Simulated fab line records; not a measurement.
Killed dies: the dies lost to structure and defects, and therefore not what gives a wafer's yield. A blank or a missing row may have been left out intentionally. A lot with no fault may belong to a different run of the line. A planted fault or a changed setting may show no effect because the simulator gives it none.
What tool caused it? + flow nand harc + 7 lots with 21 wafers sampled at 2 steps, on a route of 1302 steps

== WHAT EACH GAUGE READ, for each wafer ==
NHARC_THIN_TSV_CD_MEAS_12: the cd target is 1000 nm.
| lot  | measured     | on        | cd nm (nm)           |
|------|--------------|-----------|----------------------|
| L614 | day 24 08:13 | cd sem-02 | 1002.0 1001.5 999.8  |
| L617 | day 25 12:38 | cd sem-01 | 998.6 998.6 999.9    |
| L627 | day 29 13:23 | cd sem-02 | 998.4 1000.9 999.1   |
| L629 | day 30 09:31 | cd sem-02 | 1001.2 1000.4 1003.5 |
| L632 | day 31 04:36 | cd sem-03 | 1002.9 1001.2 1001.6 |
| L635 | day 33 08:52 | cd sem-02 | 998.9 997.7 998.1    |
| L633 | day 33 19:59 | cd sem-03 | 1001.7 1000.7 1002.0 |

== TOOL THAT RAN EACH LOT (tool first, then ch and the chambers of the sampled wafers, then the start) ==
| lot  | NHARC_A_CONTACT_STRIP_108          |
|------|------------------------------------|
| L614 | rie diel-01 ch 0,3, day 23 03:21   |
| L617 | rie diel-01 ch 0,1,2, day 24 05:33 |
| L627 | rie diel-04 ch 0,2,3, day 28 05:01 |
| L629 | rie diel-08 ch 0,1,3, day 28 21:27 |
| L632 | rie diel-08 ch 0,1,3, day 29 21:46 |
| L635 | rie diel-04 ch 1,3, day 31 09:59   |
| L633 | rie diel-04 ch 0,2,3, day 32 06:10 |
- NHARC_A_CONTACT_STRIP_108: strips in CF4/CHF3.

== THE ANSWER, worked out from the rows above alone ==
Rule: what is usual is taken from the lots themselves. The widest of any qualifying gaps counts: lots, ordered by their means at a reading, are off when they make up no more than a third of the lots, leave a main group of 4 or more, and stand apart from it by 3 or more times the standard deviation of that group's means. If all means in a main group match to the digits the tables above print for the reading, that group is not used. Also off: a lot with no number at a reading for which 4 or more lots have one. Where the step has rows for the other lots, those lots are counted as sound.
None of the lots is off at any reading shown; this tells nothing.

== WHAT THE SIMULATOR HAD PUT IN ==
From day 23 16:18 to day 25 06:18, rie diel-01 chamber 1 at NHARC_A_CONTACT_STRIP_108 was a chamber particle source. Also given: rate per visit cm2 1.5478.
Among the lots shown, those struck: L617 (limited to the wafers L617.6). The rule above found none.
